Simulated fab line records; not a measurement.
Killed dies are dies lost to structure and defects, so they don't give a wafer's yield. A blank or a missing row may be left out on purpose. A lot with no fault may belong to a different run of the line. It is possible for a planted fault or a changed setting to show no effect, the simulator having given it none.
A single fault, viewed from 2 desks / flow nand harc / each desk has only its own numbers; what lay behind them comes last

== THE METROLOGY DESK ==
Means of the sampled wafers that have a number, per lot and without regard to the tool the lot ran on: this is what the gauges read. The brackets show how far a lot's mean lies from the usual mean; more than 4 standard deviations puts the lot out of limits, marked OUT.
Columns: A = cd nm at NHARC_A_CHANNEL_HOLE_D1_CD_MEAS_30, usual 90.2 nm
lot=L398; first seen here=day 8 16:30; A=91.2
lot=L402; first seen here=day 10 10:32; A=90.3
lot=L403; first seen here=day 10 23:58; A=90.1
lot=L405; first seen here=day 11 19:27; A=90.5
lot=L407; first seen here=day 12 08:22; A=89.9
lot=L410; first seen here=day 13 11:54; A=91.0
lot=L413; first seen here=day 14 18:34; A=89.8
lot=L414; first seen here=day 15 16:22; A=90.8
lot=L417; first seen here=day 16 14:20; A=90.8
lot=L416; first seen here=day 16 16:28; A=90.4
lot=L421; first seen here=day 18 02:45; A=89.7
lot=L420; first seen here=day 19 16:16; A=89.1
This desk found nothing out of limits on any of the 12 lots.

== TOOL OWNER'S DESK, ald sin batch-01 ==
The tool's own readings at NHARC_A_CHANNEL_FILL_D1_ALD_15 (deposits SiNx, target thk 2 nm, pulse time 60 s, ald cycles 19): means of the sampled wafers that have a number, for each lot that ran on this tool. The brackets show how far a lot's mean lies from the usual mean; more than 4 standard deviations puts the lot out of limits, marked OUT.
Columns: A = precursor pulse height rel at NHARC_A_CHANNEL_FILL_D1_ALD_15, usual 0.999; B = susceptor temp C at NHARC_A_CHANNEL_FILL_D1_ALD_15, usual 630.06 C
lot=L398; first seen here=day 9 03:06; A=0.994; B=630.39
lot=L403; first seen here=day 11 10:49; A=0.998; B=629.86
lot=L405; first seen here=day 12 04:53; A=0.979; B=-
lot=L407; first seen here=day 12 18:50; A=0.976; B=-
lot=L410; first seen here=day 13 23:25; A=1.015; B=630.42
lot=L413; first seen here=day 15 06:17; A=1.019; B=-
lot=L414; first seen here=day 16 04:45; A=0.993; B=630.04
This desk found nothing out of limits on any of the 7 lots.

== TAKEN TOGETHER ==
Nothing out of limits was seen by the metrology desk.
Nothing out of limits was seen by the tool owner's desk.

== WHAT THE SIMULATOR PUT IN ==
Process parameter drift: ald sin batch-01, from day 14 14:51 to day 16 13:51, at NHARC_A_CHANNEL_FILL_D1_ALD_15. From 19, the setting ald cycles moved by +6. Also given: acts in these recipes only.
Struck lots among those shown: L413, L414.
